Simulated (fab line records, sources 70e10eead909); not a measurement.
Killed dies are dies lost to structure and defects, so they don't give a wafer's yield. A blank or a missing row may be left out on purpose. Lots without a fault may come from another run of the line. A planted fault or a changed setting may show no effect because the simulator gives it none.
Chamber matching | flow nand_harc | NHARC_A_CHANNEL_HOLE_D2_ETCH_44 on rie_diel-09: 4 sister chambers
The step etches the open film in CF4/O2, target depth 140 nm, overetch 14 nm, time 77 s. 4 wafers are shown with their chamber, then 8 later ones without.

WAFERS WITH THEIR CHAMBER
wafer  | chamber | drypump_motor_current_A (A)
L091.4 | 2       | 6.1
L092.2 | 1       | 5.3
L092.5 | 0       | 6.0
L093.1 | 3       | 5.8

WAFERS WITHOUT THEIR CHAMBER
wafer  | drypump_motor_current_A (A)
L093.4 | 6.0
L093.6 | 5.8
L095.1 | 5.9
L095.3 | 5.8
L095.6 | 6.1
L096.2 | 6.1
L096.5 | 5.9
L096.6 | 5.3

WHICH CHAMBER EACH WENT THROUGH
wafer  | from the rows above     | in truth
L093.4 | 0                       | 0
L093.6 | 3                       | 3
L095.1 | can't be placed: 0 or 3 | 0
L095.3 | 3                       | 3
L095.6 | 2                       | 2
L096.2 | 2                       | 2
L096.5 | can't be placed: 0 or 3 | 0
L096.6 | 1                       | 1
Placed correctly: 6 of 8. Can't be placed from these rows: 2 (the true chamber is among the candidates in 2). Placed wrongly: 0.
How it was worked out, from the rows above alone: a wafer's distance from a chamber is the root of the sum, over the readings, of the square of ((its reading less the chamber's mean) divided by the reading's scatter). The wafer belongs to the nearest chamber; if the next one is less than 2 further off, it can't be placed. A chamber's mean is the mean of its shown wafers. The scatter: with one shown wafer a chamber, the root of the mean of the squares of how far each hidden wafer lies from its nearest shown one.
